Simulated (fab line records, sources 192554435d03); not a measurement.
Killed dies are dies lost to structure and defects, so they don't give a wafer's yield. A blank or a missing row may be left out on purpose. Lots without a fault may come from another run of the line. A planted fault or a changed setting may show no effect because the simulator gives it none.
Split-lot experiment | flow n5_finfet | 7 lots, 21 wafers read, on a route of 1938 steps

THE SPLIT
At N5_BEOL_M4_COAT_61 (time 60 s, resist thk 60 nm), the setting spin_rpm was moved away from the recipe's 1500 rpm on 8 of the 21 wafers read, by -8.5% to +9.3%. The other wafers ran this setting at the recipe's value.

FROM THE SPLIT TO THE READING: what the file shows between them, 4 steps
- N5_BEOL_M4_COAT_62: time 60 s, resist thk 12 nm
- N5_BEOL_M4_COAT_73: time 60 s, resist thk 5 nm
- N5_BEOL_M4_ETCH_74: etches underlayer in N2/H2, target depth 6.5 nm, time 5.2 s
- N5_BEOL_M4_ETCH_63: etches SiARC in CF4, target depth 15.6 nm, time 26 s

THE READING
etch.depth_nm (the simulator's own value, which no gauge read), in nm, at N5_BEOL_M4_ETCH_64 (etches SOC in N2/H2, target depth 75 nm, overetch 22.5 nm, time 121.9 s). The file gives no usual value for it. The 13 wafers here that ran the recipe average 60.01 nm, standard deviation 0.17 nm.

wafer  | tool, chamber at the split | spin_rpm as run, rpm | against the recipe | etch.depth_nm, nm | against lot-mates on the recipe
L074.3 | litho_track-03, 0          | 1610                 | +7.3%              | 57.77             | -1.90
L074.5 | litho_track-03, 0          | 1610                 | +7.3%              | 57.84             | -1.83
L074.6 | litho_track-03, 0          | 1500                 | recipe             | 59.67             | -
L076.2 | litho_track-03, 0          | 1500                 | recipe             | 60.18             | -
L076.4 | litho_track-03, 0          | 1639                 | +9.3%              | 57.62             | -2.63
L076.5 | litho_track-03, 0          | 1500                 | recipe             | 60.33             | -
L088.1 | litho_track-03, 0          | 1500                 | recipe             | 59.96             | -
L088.3 | litho_track-03, 0          | 1500                 | recipe             | 60.04             | -
L088.6 | litho_track-03, 0          | 1500                 | recipe             | 60.09             | -
L087.1 | litho_track-03, 0          | 1500                 | recipe             | 59.91             | -
L087.5 | litho_track-03, 0          | 1500                 | recipe             | 59.92             | -
L087.6 | litho_track-03, 0          | 1500                 | recipe             | 60.1              | -
L090.3 | litho_track-05, 0          | 1381                 | -7.9%              | 62.69             | +2.48
L090.4 | litho_track-05, 0          | 1381                 | -7.9%              | 62.55             | +2.34
L090.6 | litho_track-05, 0          | 1500                 | recipe             | 60.21             | -
L092.3 | litho_track-03, 0          | 1621                 | +8.1%              | 57.63             | -2.40
L092.5 | litho_track-03, 0          | 1621                 | +8.1%              | 57.67             | -2.36
L092.6 | litho_track-03, 0          | 1500                 | recipe             | 60.03             | -
L091.2 | litho_track-02, 0          | 1500                 | recipe             | 59.75             | -
L091.3 | litho_track-02, 0          | 1372                 | -8.5%              | 62.63             | +2.77
L091.5 | litho_track-02, 0          | 1500                 | recipe             | 59.96             | -

THE FIT
A straight line over all 21 wafers: etch.depth_nm changes by -0.301 nm for each +1% of spin_rpm; r = -0.99; the points scatter about the line by 0.18 nm.
The same after taking each lot's own level away (the mean of its wafers on the recipe; 21 wafers): -0.293 nm for each +1%; r = -1.00; scatter 0.12 nm.
On that fit, the largest move of spin_rpm shifts the reading by 2.7 nm.
The lots' own levels span 59.670 to 60.255 nm, that is 3.4 times the standard deviation above.
So the lot-to-lot level changes the slope little: the two slopes agree.
Check: with one of the wafers moved furthest among these (+9.3%) left out of the fit, the line predicts -2.67 nm for it against its lot-mates. It came out at -2.63 nm against them.

OTHER SPLITS ON THESE WAFERS
These wafers also went through other splits before the reading. Each is held against what the fit with the lots' levels taken away leaves over:
other split on the same wafers            | wafers away from the commonest value | r with etch.depth_nm (lot level and that fit taken away)
N5_BEOL_M0_TRENCH_ETCH_107 target_depth_a | 9                                    | -0.02
N5_BEOL_M2_TRENCH_ETCH_37 bias_w          | 5                                    | +0.33
N5_BEOL_M3_COAT_05 spin_rpm               | 5                                    | +0.22
N5_BEOL_M3_EXPOSE_08 dose_mj              | 7                                    | +0.12
N5_BEOL_M4_ILD_DEP_00 time_s              | 5                                    | +0.03

THE WHOLE CHAIN: every reading that the file lists as answering this split, in the file's order
step               | what it does                                                            | reading                                                                        | change (the file's fit)               | r (the file's)
N5_BEOL_M4_COAT_61 | time 60 s, resist thk 60 nm                                             | SOC_of_BEOL_M4_COAT_61.thk_nm (the simulator's own value, which no gauge read) | -0.293 nm for each +1% of the setting | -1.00
N5_BEOL_M4_ETCH_64 | etches SOC in N2/H2, target depth 75 nm, overetch 22.5 nm, time 121.9 s | etch.depth_nm (the simulator's own value, which no gauge read)                 | -0.294 nm for each +1% of the setting | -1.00

THE FILE'S OWN FIT
etch.depth_nm changes by -0.294 nm for each +1% of spin_rpm, r = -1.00.
